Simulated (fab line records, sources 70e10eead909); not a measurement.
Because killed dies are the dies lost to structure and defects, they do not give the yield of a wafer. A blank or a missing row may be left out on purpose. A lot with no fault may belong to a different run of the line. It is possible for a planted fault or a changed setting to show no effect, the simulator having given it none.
Matching of chambers ; flow nand_harc ; NHARC_A_STAIRCASE_DEP_280 on pecvd-01: 3 sister chambers
The step deposits SiON, target thk 30 nm. 6 wafers are shown with their chamber, then 10 later ones without.

== WAFERS WITH THEIR CHAMBER ==
wafer;chamber;heater_power_w (W)
L088.4;0;799
L091.1;0;901
L091.3;2;789
L091.5;1;801
L092.2;1;716
L092.4;2;797

== WAFERS MISSING THEIR CHAMBER ==
wafer;heater_power_w (W)
L092.6;869
L090.4;871
L090.5;717
L090.6;798
L095.1;806
L095.3;774
L095.5;814
L094.1;849
L094.3;808
L094.4;714

== WHICH CHAMBER EACH WENT THROUGH ==
wafer;from the rows above;in truth
L092.6;can't be placed: 0 or 2 or 1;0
L090.4;can't be placed: 0 or 2 or 1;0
L090.5;can't be placed: 1 or 2 or 0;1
L090.6;can't be placed: 2 or 1 or 0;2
L095.1;can't be placed: 2 or 0 or 1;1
L095.3;can't be placed: 1 or 2 or 0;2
L095.5;can't be placed: 2 or 0 or 1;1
L094.1;can't be placed: 0 or 2 or 1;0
L094.3;can't be placed: 2 or 0 or 1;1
L094.4;can't be placed: 1 or 2 or 0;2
0 of 10 placed correctly. From these rows, 10 cannot be placed; in 10 the true chamber is one of the candidates. Number placed wrongly: 0.
How it was worked out, from the rows above alone: a wafer's distance from a chamber is the root of the sum, over the readings, of the square of ((its reading less the chamber's mean) divided by the reading's scatter). If the next closest chamber is less than 2 further off than the closest, the wafer can't be placed; otherwise it belongs to the closest. For every chamber, the mean is computed from those of its wafers that are shown. The scatter: the root of (the sum of the squares of (reading less its chamber's mean) over the shown wafers, divided by (wafers less chambers)).
